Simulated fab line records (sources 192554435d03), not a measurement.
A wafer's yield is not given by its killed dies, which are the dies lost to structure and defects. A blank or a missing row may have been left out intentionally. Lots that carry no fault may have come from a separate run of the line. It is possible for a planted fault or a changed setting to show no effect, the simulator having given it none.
Check for tools in common -- flow n5_finfet -- Sample size 10 lots and 30 wafers

## WHY IT WAS OPENED
At N5_ILD0_THK_MEAS_08 the reading thk_nm is flagged on 3 of 10 lots. Fault-free wafers read 139.0 nm, with a standard deviation of 1.3.
Rule: a lot gets a flag if all its wafers with a number sit over 4 standard deviations from that mean, or if no wafer of it has a number. The other lots count as sound.

lot,measured,on,"thk_nm (nm), wafer by wafer",flag
L831,day 5 01:29,film_metro-01,200.9 199.3 197.8,FLAGGED
L832,day 5 09:01,film_metro-02,199.4 196.6 196.6,FLAGGED
L833,day 5 17:34,film_metro-02,197.4 198.0 197.4,FLAGGED
L837,day 6 13:08,film_metro-02,140.0 137.2 137.7,
L839,day 6 23:32,film_metro-01,139.4 137.7 138.5,
L840,day 7 06:02,film_metro-02,137.4 138.4 137.5,
L841,day 7 14:50,film_metro-02,139.5 139.3 139.5,
L842,day 7 18:45,film_metro-01,139.3 138.6 138.7,
L848,day 9 07:58,film_metro-02,138.9 138.2 137.7,
L847,day 9 09:20,film_metro-02,140.7 139.9 137.2,
On average the flagged lots' numbers are 198.2 nm, which is +59.2 nm against the usual, or +46 standard deviations.

## LOT BY LOT: THE TOOL USED
3 process steps preceding the reading are held in the record, out of 1938 steps in the route. Each cell gives the tool, then ch followed by the chambers the sampled wafers passed through, then the start.
lot,flag,N5_SD_EPI_P_STRIP_40,N5_ILD0_LINER_00,N5_ILD0_CMP_07
L831,FLAGGED,"plasma_asher-02 ch 0,1, day 4 18:47","ald_sin-02 ch 0,1,3, day 4 22:29","cmp-03 ch 1,2,3, day 5 01:11"
L832,FLAGGED,"plasma_asher-02 ch 0,1, day 5 02:17","ald_sin-04 ch 0,2, day 5 06:01","cmp-03 ch 1,2,3, day 5 08:45"
L833,FLAGGED,"plasma_asher-01 ch 0,1, day 5 10:32","ald_sin-01 ch 0,2, day 5 14:35","cmp-01 ch 0,1, day 5 17:16"
L837,,"plasma_asher-01 ch 0,1, day 6 06:01","ald_sin-02 ch 0,1,3, day 6 10:08","cmp-03 ch 0,2,3, day 6 12:50"
L839,,"plasma_asher-02 ch 0,1, day 6 15:55","ald_sin-02 ch 2,3, day 6 20:33","cmp-02 ch 0,1,2, day 6 23:19"
L840,,"plasma_asher-01 ch 0,1, day 6 23:22","ald_sin-04 ch 0,1, day 7 03:02","cmp-01 ch 1,3, day 7 05:44"
L841,,"plasma_asher-02 ch 0,1, day 7 08:04","ald_sin-01 ch 0,1, day 7 11:51","cmp-02 ch 0,2,3, day 7 14:37"
L842,,"plasma_asher-02 ch 0,1, day 7 11:16","ald_sin-02 ch 0,1,3, day 7 15:46","cmp-01 ch 0,1,3, day 7 18:28"
L848,,"plasma_asher-01 ch 0,1, day 9 01:06","ald_sin-04 ch 0,1,2, day 9 04:47","cmp-03 ch 0,1,3, day 9 07:43"
L847,,"plasma_asher-02 ch 0,1, day 9 02:29","ald_sin-02 ch 0,1,3, day 9 06:20","cmp-03 ch 0,2,3, day 9 09:03"
What the steps here do:
- N5_SD_EPI_P_STRIP_40: strips in N2/H2.
- N5_ILD0_LINER_00: material SiNx, target thk 4 nm, pulse time 1 s, purge time 2 s.
- N5_ILD0_CMP_07: polishes SiO2 flowable, stops on poly-Si, t overpolish 1.18 s, target thk 138.88 nm.
- N5_ILD0_THK_MEAS_08

## FLAGGED AGAINST TOTAL, ONE TOOL AT A TIME (gauges that did the reading follow at the end)
step,tool,lots run,flagged,share of the flagged lots,sound lots run after its first flagged lot
N5_SD_EPI_P_STRIP_40,plasma_asher-01,4,1,some,"3 (L837,L840,L848)"
N5_SD_EPI_P_STRIP_40,plasma_asher-02,6,2,some,"4 (L839,L841,L842,L847)"
N5_ILD0_LINER_00,ald_sin-01,2,1,some,1 (L841)
N5_ILD0_LINER_00,ald_sin-02,5,1,some,"4 (L837,L839,L842,L847)"
N5_ILD0_LINER_00,ald_sin-04,3,1,some,"2 (L840,L848)"
N5_ILD0_CMP_07,cmp-01,3,1,some,"2 (L840,L842)"
N5_ILD0_CMP_07,cmp-02,2,0,none,-
N5_ILD0_CMP_07,cmp-03,5,2,some,"3 (L837,L848,L847)"
N5_ILD0_THK_MEAS_08,film_metro-01,3,1,some,"2 (L839,L842)"
N5_ILD0_THK_MEAS_08,film_metro-02,7,2,some,"5 (L837,L840,L841,L848,L847)"

## THE TABLE: WHAT IT ALLOWS
No row of the table ran every flagged lot.

## WHAT HAD BEEN PUT IN BY THE SIMULATOR
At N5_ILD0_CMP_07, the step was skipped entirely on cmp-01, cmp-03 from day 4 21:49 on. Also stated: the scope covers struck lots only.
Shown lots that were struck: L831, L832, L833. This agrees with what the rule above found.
